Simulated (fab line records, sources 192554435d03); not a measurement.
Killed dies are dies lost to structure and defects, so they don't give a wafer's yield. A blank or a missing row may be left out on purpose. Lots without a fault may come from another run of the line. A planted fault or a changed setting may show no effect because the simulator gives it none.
Which tool did it? | flow n5_finfet | 24 lots, 72 wafers sampled, at 6 steps of a route of 1938

WHAT THE GAUGES READ, wafer by wafer
N5_BEOL_M0_SAQP_THK_MEAS_05.
lot  | measured     | on            | thk_nm (nm)
L074 | day 5 12:39  | film_metro-02 | 59.5 60.6 60.4
L075 | day 5 17:37  | film_metro-01 | 59.1 58.9 59.5
L076 | day 5 23:37  | film_metro-02 | 57.8 58.6 59.1
L077 | day 6 07:19  | film_metro-01 | 59.7 59.0 59.2
L078 | day 6 10:50  | film_metro-02 | 59.5 60.3 61.8
L079 | day 6 18:51  | film_metro-02 | 59.5 58.5 59.6
L080 | day 7 03:43  | film_metro-02 | 59.1 59.3 60.5
L081 | day 7 07:57  | film_metro-02 | 60.8 60.6 60.8
L082 | day 7 10:07  | film_metro-01 | 60.5 61.1 60.9
L083 | day 7 15:31  | film_metro-02 | 58.7 59.7 60.2
L084 | day 8 01:13  | film_metro-02 | 58.7 59.9 60.0
L085 | day 8 04:34  | film_metro-02 | 59.7 60.3 61.5
L086 | day 8 14:11  | film_metro-02 | 59.0 60.4 61.2
L087 | day 8 17:38  | film_metro-01 | 59.5 60.3 60.7
L088 | day 8 22:40  | film_metro-01 | 59.2 58.3 60.0
L089 | day 9 08:17  | film_metro-01 | 58.8 58.9 60.7
L090 | day 9 11:17  | film_metro-01 | 59.0 60.3 59.7
L091 | day 9 20:20  | film_metro-02 | 59.5 61.3 60.7
L092 | day 10 00:35 | film_metro-02 | 60.5 58.8 60.4
L093 | day 10 05:23 | film_metro-01 | 58.8 60.2 60.2
L094 | day 10 09:19 | film_metro-01 | 59.3 60.3 60.4
L095 | day 10 13:25 | film_metro-02 | 58.6 60.6 60.2
L096 | day 11 00:48 | film_metro-02 | 59.6 60.7 59.8
L097 | day 11 10:01 | film_metro-02 | 60.2 62.1 59.8

WHICH TOOL RAN EACH LOT (tool, then ch and the chambers of the sampled wafers, then the start)
lot  | N5_MOL_CONTACT_COAG_ETCH_106       | N5_MOL_CONTACT_COAG_TI_SIL_19 | N5_MOL_CONTACT_COAG_ETCH_91        | N5_MOL_CONTACT_COAG_ETCHBACK_135   | N5_MOL_CONTACT_COAG_CVD_140
L074 | rie_diel-05 ch 0,3, day 4 19:37    | pvd_sputter-02, day 4 20:44   | rie_diel-02 ch 0,3, day 5 05:28    | rie_diel-02 ch 0,3, day 5 05:34    | cvd_w-01 ch 0,1, day 5 07:31
L075 | rie_diel-01 ch 0,2,3, day 4 21:35  | pvd_sputter-01, day 5 00:25   | rie_diel-02 ch 0,3, day 5 07:34    | rie_diel-02 ch 0,3, day 5 07:40    | cvd_w-02 ch 0,1, day 5 09:45
L076 | rie_diel-05 ch 0,2,3, day 5 05:19  | pvd_sputter-01, day 5 06:05   | rie_diel-02 ch 2,3, day 5 16:52    | rie_diel-02 ch 2,3, day 5 16:57    | cvd_w-02 ch 0,1, day 5 18:59
L077 | rie_diel-01 ch 1,2,3, day 5 10:41  | pvd_sputter-03, day 5 11:28   | rie_diel-05 ch 1,3, day 5 21:23    | rie_diel-05 ch 1,3, day 5 21:29    | cvd_w-02 ch 0,1, day 6 00:02
L078 | rie_diel-02 ch 0,3, day 5 14:51    | pvd_sputter-02, day 5 16:52   | rie_diel-05 ch 0,2, day 6 02:50    | rie_diel-05 ch 0,2, day 6 02:56    | cvd_w-02 ch 0,1, day 6 04:41
L079 | rie_diel-05 ch 0,1,2, day 5 23:07  | pvd_sputter-03, day 6 01:34   | rie_diel-05 ch 1,2,3, day 6 11:34  | rie_diel-05 ch 1,2,3, day 6 11:39  | cvd_w-02 ch 0,1, day 6 13:50
L080 | rie_diel-01 ch 0,2,3, day 6 07:44  | pvd_sputter-01, day 6 08:44   | rie_diel-02 ch 0,1,2, day 6 21:00  | rie_diel-02 ch 0,1,2, day 6 21:05  | cvd_w-01 ch 0,1, day 6 23:03
L081 | rie_diel-02 ch 2,3, day 6 10:50    | pvd_sputter-03, day 6 11:41   | rie_diel-02 ch 1,2,3, day 6 23:13  | rie_diel-02 ch 1,2,3, day 6 23:19  | cvd_w-02 ch 0,1, day 7 01:36
L082 | rie_diel-01 ch 2,3, day 6 15:58    | pvd_sputter-03, day 6 16:47   | rie_diel-02 ch 0,2,3, day 7 01:06  | rie_diel-02 ch 0,2,3, day 7 01:11  | cvd_w-01 ch 0,1, day 7 03:17
L083 | rie_diel-05 ch 0,2,3, day 6 23:07  | pvd_sputter-01, day 6 23:53   | rie_diel-02 ch 0,1,2, day 7 09:11  | rie_diel-02 ch 0,1,2, day 7 09:16  | cvd_w-01 ch 0,1, day 7 11:02
L084 | rie_diel-01 ch 1,2, day 7 06:00    | pvd_sputter-01, day 7 07:30   | rie_diel-01 ch 0,2, day 7 16:02    | rie_diel-01 ch 0,2, day 7 16:07    | cvd_w-01 ch 1, day 7 18:11
L085 | rie_diel-01 ch 0,2,3, day 7 12:04  | pvd_sputter-01, day 7 12:50   | rie_diel-01 ch 0,1,2, day 7 21:08  | rie_diel-01 ch 0,1,2, day 7 21:14  | cvd_w-01 ch 0,1, day 7 23:07
L086 | rie_diel-01 ch 1,2, day 7 18:26    | pvd_sputter-03, day 7 19:13   | rie_diel-02 ch 0,2,3, day 8 06:53  | rie_diel-02 ch 0,2,3, day 8 06:59  | cvd_w-02 ch 0,1, day 8 09:19
L087 | rie_diel-05 ch 2,3, day 7 23:56    | pvd_sputter-03, day 8 00:49   | rie_diel-02 ch 2,3, day 8 09:01    | rie_diel-02 ch 2,3, day 8 09:07    | cvd_w-01 ch 0,1, day 8 11:10
L088 | rie_diel-02 ch 0,1,3, day 8 05:19  | pvd_sputter-01, day 8 06:54   | rie_diel-02 ch 1,3, day 8 15:28    | rie_diel-02 ch 1,3, day 8 15:34    | cvd_w-01 ch 0, day 8 17:40
L089 | rie_diel-02 ch 0,1, day 8 11:47    | pvd_sputter-01, day 8 13:26   | rie_diel-02 ch 0,1,2, day 9 01:19  | rie_diel-02 ch 0,1,2, day 9 01:24  | cvd_w-01 ch 0,1, day 9 03:20
L090 | rie_diel-05 ch 0,3, day 8 15:43    | pvd_sputter-03, day 8 17:04   | rie_diel-01 ch 2,3, day 9 04:27    | rie_diel-01 ch 2,3, day 9 04:32    | cvd_w-01 ch 0,1, day 9 06:22
L091 | rie_diel-05 ch 0,2,3, day 9 01:28  | pvd_sputter-02, day 9 02:44   | rie_diel-05 ch 1,3, day 9 13:11    | rie_diel-05 ch 1,3, day 9 13:17    | cvd_w-01 ch 0,1, day 9 15:19
L092 | rie_diel-05 ch 0,2,3, day 9 04:37  | pvd_sputter-02, day 9 07:13   | rie_diel-02 ch 0,1,2, day 9 15:20  | rie_diel-02 ch 0,1,2, day 9 15:25  | cvd_w-02 ch 0,1, day 9 17:17
L093 | rie_diel-02 ch 1,2,3, day 9 12:13  | pvd_sputter-01, day 9 12:59   | rie_diel-02 ch 0,1,3, day 9 21:27  | rie_diel-02 ch 0,1,3, day 9 21:32  | cvd_w-02 ch 0,1, day 10 00:07
L094 | rie_diel-02 ch 2,3, day 9 16:17    | pvd_sputter-02, day 9 17:20   | rie_diel-01 ch 0,1,2, day 10 02:42 | rie_diel-01 ch 0,1,2, day 10 02:47 | cvd_w-02 ch 0,1, day 10 04:37
L095 | rie_diel-05 ch 1,2,3, day 9 18:53  | pvd_sputter-03, day 9 19:48   | rie_diel-02 ch 0,1,2, day 10 04:48 | rie_diel-02 ch 0,1,2, day 10 04:53 | cvd_w-01 ch 0,1, day 10 07:04
L096 | rie_diel-01 ch 0,1,2, day 10 06:49 | pvd_sputter-03, day 10 08:25  | rie_diel-01 ch 1,2, day 10 18:22   | rie_diel-01 ch 1,2, day 10 18:27   | cvd_w-02 ch 0,1, day 10 20:15
L097 | rie_diel-05 ch 0,1,2, day 10 11:48 | pvd_sputter-01, day 10 12:34  | rie_diel-05 ch 0,1,2, day 10 23:25 | rie_diel-05 ch 0,1,2, day 10 23:29 | cvd_w-01 ch 0,1, day 11 02:32
- N5_MOL_CONTACT_COAG_ETCH_106: etches SOC in N2/H2, target depth 80 nm, overetch 16 nm, time 120 s.
- N5_MOL_CONTACT_COAG_TI_SIL_19: material Ti, target thk 4.2 nm, time 15 s.
- N5_MOL_CONTACT_COAG_ETCH_91: etches SOC in N2/H2, target depth 60 nm, overetch 21 nm, time 101.2 s.
- N5_MOL_CONTACT_COAG_ETCHBACK_135: etches SiO2 in CHF3, target depth 25 nm, time 16.7 s.
- N5_MOL_CONTACT_COAG_CVD_140: deposits W, target thk 66.5 nm, time 215 s.

WHAT THE TOOLS THEMSELVES READ (means of the sampled wafers that have a number; where no wafer has one, the mark that the record gives instead)
N5_MOL_CONTACT_COAG_ETCH_106.
lot  | tool        | drypump_motor_current_A (A) | oes_product_au (a.u.) | rf_vpp_V (V) | showerhead_plenum_p_Torr (Torr) | throttle_valve_pct (%)
L074 | rie_diel-05 | 5.8                         | 0.63                  | 524.1        | 2.54                            | 17.92
L075 | rie_diel-01 | 5.6                         | 0.71                  | 521.9        | 2.49                            | 17.68
L076 | rie_diel-05 | 5.8                         | 0.64                  | 523.8        | 2.55                            | 17.94
L077 | rie_diel-01 | 5.4                         | 0.73                  | 522.9        | 2.54                            | 17.73
L078 | rie_diel-02 | 6.1                         | 0.79                  | 527.9        | 2.68                            | 17.59
L079 | rie_diel-05 | 5.9                         | 0.64                  | 525.8        | 2.59                            | 17.86
L080 | rie_diel-01 | 5.6                         | 0.71                  | 522.2        | 2.49                            | 17.69
L081 | rie_diel-02 | 5.8                         | 0.77                  | 526.7        | 2.63                            | 17.87
L082 | rie_diel-01 | 5.0                         | 0.73                  | 522.0        | 2.47                            | 17.61
L083 | rie_diel-05 | 5.8                         | 0.63                  | 524.8        | 2.55                            | 17.96
L084 | rie_diel-01 | 5.3                         | 0.68                  | 522.6        | 2.52                            | 17.90
L085 | rie_diel-01 | 5.6                         | 0.69                  | 522.6        | 2.48                            | 17.72
L086 | rie_diel-01 | 5.3                         | 0.67                  | 521.8        | 2.51                            | 17.91
L087 | rie_diel-05 | 5.8                         | 0.64                  | 524.9        | 2.55                            | 18.00
L088 | rie_diel-02 | 6.2                         | 0.76                  | 527.8        | 2.67                            | 17.55
L089 | rie_diel-02 | 6.4                         | 0.76                  | 527.6        | 2.68                            | 17.49
L090 | rie_diel-05 | 5.8                         | 0.62                  | 524.4        | 2.53                            | 17.98
L091 | rie_diel-05 | 5.8                         | 0.63                  | 523.0        | 2.54                            | 18.00
L092 | rie_diel-05 | 5.8                         | 0.62                  | 523.7        | 2.54                            | 17.99
L093 | rie_diel-02 | 6.1                         | 0.78                  | 527.0        | 2.66                            | 17.73
L094 | rie_diel-02 | 5.8                         | 0.74                  | 525.5        | 2.62                            | 17.92
L095 | rie_diel-05 | 6.1                         | 0.63                  | 523.2        | 2.52                            | 17.83
L096 | rie_diel-01 | 6.0                         | 0.67                  | 523.7        | 2.54                            | 17.90
L097 | rie_diel-05 | 5.9                         | 0.72                  | 525.0        | 2.58                            | 17.78

N5_MOL_CONTACT_COAG_TI_SIL_19.
lot  | tool           | substrate_temp_c (C) | throttle_valve_pct (%)
L074 | pvd_sputter-02 | 199.99               | 28.6
L075 | pvd_sputter-01 | 199.87               | 30.5
L076 | pvd_sputter-01 | 199.94               | 30.0
L077 | pvd_sputter-03 | 199.93               | 30.2
L078 | pvd_sputter-02 | 199.92               | 30.8
L079 | pvd_sputter-03 | 199.90               | 29.9
L080 | pvd_sputter-01 | 200.02               | 30.5
L081 | pvd_sputter-03 | 200.11               | 29.9
L082 | pvd_sputter-03 | 199.94               | 29.7
L083 | pvd_sputter-01 | 200.15               | 30.3
L084 | pvd_sputter-01 | 200.00               | 30.6
L085 | pvd_sputter-01 | 199.93               | 30.5
L086 | pvd_sputter-03 | 200.11               | 29.3
L087 | pvd_sputter-03 | 200.00               | 30.6
L088 | pvd_sputter-01 | 200.11               | 30.4
L089 | pvd_sputter-01 | 199.92               | 30.2
L090 | pvd_sputter-03 | 199.93               | 30.2
L091 | pvd_sputter-02 | 200.10               | 29.9
L092 | pvd_sputter-02 | 200.00               | 29.7
L093 | pvd_sputter-01 | 199.89               | 30.4
L094 | pvd_sputter-02 | 199.99               | 29.3
L095 | pvd_sputter-03 | 199.83               | 29.8
L096 | pvd_sputter-03 | 199.96               | 30.9
L097 | pvd_sputter-01 | 199.95               | 30.3

N5_MOL_CONTACT_COAG_ETCH_91.
lot  | tool        | drypump_motor_current_A (A) | oes_product_au (a.u.) | rf_vpp_V (V) | showerhead_plenum_p_Torr (Torr) | throttle_valve_pct (%)
L074 | rie_diel-02 | 6.2                         | 0.68                  | 526.4        | 2.65                            | 17.53
L075 | rie_diel-02 | 6.1                         | 0.68                  | 527.7        | 2.65                            | 17.54
L076 | rie_diel-02 | 5.9                         | 0.76                  | 526.9        | 2.66                            | 17.74
L077 | rie_diel-05 | 6.3                         | 0.61                  | 520.7        | 2.45                            | 17.69
L078 | rie_diel-05 | 5.6                         | 0.60                  | 527.2        | 2.63                            | 18.03
L079 | rie_diel-05 | 6.1                         | 0.61                  | 522.7        | 2.53                            | 17.77
L080 | rie_diel-02 | 6.2                         | 0.69                  | 526.2        | 2.64                            | 17.62
L081 | rie_diel-02 | 6.0                         | 0.75                  | 527.2        | 2.67                            | 17.68
L082 | rie_diel-02 | 6.0                         | 0.69                  | 525.7        | 2.64                            | 17.71
L083 | rie_diel-02 | 6.2                         | 0.69                  | 526.4        | 2.64                            | 17.63
L084 | rie_diel-01 | 6.2                         | 0.62                  | 523.0        | 2.50                            | 17.81
L085 | rie_diel-01 | 5.9                         | 0.63                  | 523.5        | 2.55                            | 17.86
L086 | rie_diel-02 | 5.9                         | 0.68                  | 525.7        | 2.63                            | 17.73
L087 | rie_diel-02 | 5.9                         | 0.73                  | 526.7        | 2.65                            | 17.79
L088 | rie_diel-02 | 6.2                         | 0.76                  | 528.6        | 2.70                            | 17.62
L089 | rie_diel-02 | 6.2                         | 0.68                  | 526.4        | 2.64                            | 17.67
L090 | rie_diel-01 | 5.0                         | 0.67                  | 521.7        | 2.46                            | 17.64
L091 | rie_diel-05 | 6.3                         | 0.58                  | 521.2        | 2.44                            | 17.73
L092 | rie_diel-02 | 6.1                         | 0.67                  | 525.9        | 2.63                            | 17.67
L093 | rie_diel-02 | 6.3                         | 0.69                  | 527.0        | 2.67                            | 17.57
L094 | rie_diel-01 | 5.9                         | 0.63                  | 523.7        | 2.54                            | 17.89
L095 | rie_diel-02 | 6.2                         | 0.66                  | 525.9        | 2.63                            | 17.67
L096 | rie_diel-01 | 5.3                         | 0.62                  | 523.2        | 2.50                            | 17.95
L097 | rie_diel-05 | 5.9                         | 0.66                  | 525.1        | 2.58                            | 17.79

N5_MOL_CONTACT_COAG_ETCHBACK_135.
lot  | tool        | drypump_motor_current_A (A) | oes_ar_750_au (a.u.) | oes_product_au (a.u.) | rf_vpp_V (V) | showerhead_plenum_p_Torr (Torr) | throttle_valve_pct (%)
L074 | rie_diel-02 | 6.2                         | 0.81                 | 0.80                  | 529          | 2.49                            | 18.52
L075 | rie_diel-02 | 6.1                         | 0.81                 | 0.80                  | 528          | 2.49                            | 18.51
L076 | rie_diel-02 | 5.9                         | 0.92                 | 0.93                  | 521          | 2.49                            | 18.69
L077 | rie_diel-05 | 6.3                         | 0.72                 | 0.73                  | 516          | 2.30                            | 18.55
L078 | rie_diel-05 | 5.6                         | 0.72                 | 0.71                  | 526          | 2.47                            | 18.99
L079 | rie_diel-05 | 6.1                         | 0.73                 | 0.72                  | 520          | 2.37                            | 18.66
L080 | rie_diel-02 | 6.2                         | 0.83                 | 0.84                  | 532          | 2.46                            | 18.43
L081 | rie_diel-02 | 6.1                         | 0.90                 | 0.90                  | 525          | 2.48                            | 18.54
L082 | rie_diel-02 | 6.0                         | 0.83                 | 0.83                  | 527          | 2.46                            | 18.61
L083 | rie_diel-02 | 6.1                         | 0.83                 | 0.83                  | 532          | 2.46                            | 18.44
L084 | rie_diel-01 | 6.2                         | 0.73                 | 0.73                  | 528          | 2.35                            | 18.81
L085 | rie_diel-01 | 6.0                         | 0.76                 | 0.77                  | 527          | 2.39                            | 18.76
L086 | rie_diel-02 | 6.0                         | 0.81                 | 0.80                  | 527          | 2.46                            | 18.61
L087 | rie_diel-02 | 5.9                         | 0.88                 | 0.87                  | 521          | 2.49                            | 18.73
L088 | rie_diel-02 | 6.2                         | 0.91                 | 0.91                  | 522          | 2.53                            | 18.63
L089 | rie_diel-02 | 6.1                         | 0.80                 | 0.80                  | 533          | 2.45                            | 18.47
L090 | rie_diel-01 | 5.0                         | 0.80                 | 0.80                  | 515          | 2.32                            | 18.59
L091 | rie_diel-05 | 6.3                         | 0.70                 | 0.72                  | 516          | 2.29                            | 18.61
L092 | rie_diel-02 | 6.1                         | 0.80                 | 0.80                  | 532          | 2.45                            | 18.47
L093 | rie_diel-02 | 6.2                         | 0.83                 | 0.84                  | 527          | 2.50                            | 18.53
L094 | rie_diel-01 | 5.9                         | 0.74                 | 0.74                  | 528          | 2.38                            | 18.79
L095 | rie_diel-02 | 6.1                         | 0.79                 | 0.80                  | 532          | 2.45                            | 18.48
L096 | rie_diel-01 | 5.3                         | 0.73                 | 0.74                  | 523          | 2.34                            | 18.74
L097 | rie_diel-05 | 5.9                         | 0.79                 | 0.80                  | 528          | 2.42                            | 18.72

N5_MOL_CONTACT_COAG_CVD_140.
lot  | tool     | heater_power_w (W)
L074 | cvd_w-01 | 433
L075 | cvd_w-02 | 488
L076 | cvd_w-02 | 491
L077 | cvd_w-02 | 528
L078 | cvd_w-02 | 532
L079 | cvd_w-02 | 483
L080 | cvd_w-01 | 456
L081 | cvd_w-02 | 494
L082 | cvd_w-01 | 457
L083 | cvd_w-01 | 453
L084 | cvd_w-01 | 415
L085 | cvd_w-01 | 462
L086 | cvd_w-02 | 484
L087 | cvd_w-01 | 434
L088 | cvd_w-01 | 482
L089 | cvd_w-01 | 459
L090 | cvd_w-01 | 441
L091 | cvd_w-01 | 432
L092 | cvd_w-02 | 495
L093 | cvd_w-02 | 491
L094 | cvd_w-02 | 528
L095 | cvd_w-01 | 437
L096 | cvd_w-02 | 488
L097 | cvd_w-01 | 436

THE ANSWER, worked out from the rows above alone
Rule: what is usual is taken from the lots themselves. Put in order of their means at a reading, lots are off if they are a third of the lots or fewer, leave a main group of 4 or more, and stand apart from it by a gap of 3 or more times the standard deviation of the main group's means; of several such gaps the widest counts. A main group whose means are all the same, to the digits that the tables above print for the reading, isn't used. A lot without any number at a reading at which 4 lots or more have one is off too. The other lots that the step has rows for count as sound. The gauges are gone through in route order, then the tools' own readings, and for those a lot's mean is taken as printed above. The first step at which some lot is off is used, and at that step the reading that is off furthest; a lot without a number counts as furthest.
No lot is off at any reading shown: from this, nothing can be told.

WHAT THE SIMULATOR HAD PUT IN
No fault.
